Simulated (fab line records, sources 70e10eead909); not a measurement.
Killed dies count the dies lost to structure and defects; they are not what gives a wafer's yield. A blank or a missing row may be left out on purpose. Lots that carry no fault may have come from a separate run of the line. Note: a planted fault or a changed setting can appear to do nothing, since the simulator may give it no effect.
One fault seen from 2 desks ; flow nand_harc ; each desk holds nothing but its own numbers, with what lay behind them at the end

## THE DEFECT DESK
What the inspections along the route counted, lot by lot: means of the sampled wafers that have a number. Marked OUT: a lot whose mean sits more than 4 standard deviations from the usual mean, which makes it out of limits; the brackets give that distance.
Columns: A = raw_defect_count at NHARC_P_STI_INSPECT_11, usual 5.5
lot;first seen here;A
L400;day 3 09:20;6.0
L399;day 3 09:29;3.7
L402;day 3 23:04;5.3
L410;day 5 23:22;5.3
L415;day 7 06:55;4.3
L419;day 8 05:07;5.3
Finding of this desk: none of the 6 lots has anything out of limits.

## FROM THE METROLOGY DESK
Lot by lot, what the gauges showed, no matter which tool ran the lot: averages of those sampled wafers that carry a number. Marked OUT: a lot whose mean sits more than 4 standard deviations from the usual mean, which makes it out of limits; the brackets give that distance. It has 9 readings; the 7 that lie furthest out on some lot are the ones shown.
Columns: A = cd_nm at NHARC_P_STI_CD_MEAS_09, usual 199.8 nm; B = overlay_x_nm at NHARC_P_STI_OVL_MEAS_10, usual 0 nm; C = overlay_y_nm at NHARC_P_STI_OVL_MEAS_10, usual -1 nm; D = cd_nm at NHARC_P_STI_CD_MEAS_16, usual 199.2 nm; E = trench_foot_cd_nm at NHARC_P_STI_OCD_MEAS_17, usual 157.9 nm; F = trench_foot_cd_nm at NHARC_P_STI_OCD_MEAS_43, usual 157.9 nm; G = cd_nm at NHARC_P_GATE_CD_MEAS_11, usual 1639.7 nm
lot;first seen here;A;B;C;D;E;F;G
L400;day 3 09:12;198.2;10;-0;197.4;155.9;155.5;1637.1
L399;day 3 09:22;199.4;-6;-6;198.0;158.1;157.9;1638.8
L402;day 3 22:56;199.1;3;1;199.1;157.4;157.3;1638.2
L410;day 5 23:14;200.0;-8;0;198.9;157.4;157.2;1640.5
L415;day 7 06:48;199.0;1;-8;198.9;157.7;157.6;1639.1
L419;day 8 05:00;202.2;-7;-9;201.6;160.7;161.0;1638.9
Finding of this desk: none of the 6 lots has anything out of limits.

## BROUGHT TOGETHER
No out-of-limits result turned up at the defect desk.
From the metrology desk's view, nothing was out of limits.

## WHAT THE SIMULATOR HAD PUT IN
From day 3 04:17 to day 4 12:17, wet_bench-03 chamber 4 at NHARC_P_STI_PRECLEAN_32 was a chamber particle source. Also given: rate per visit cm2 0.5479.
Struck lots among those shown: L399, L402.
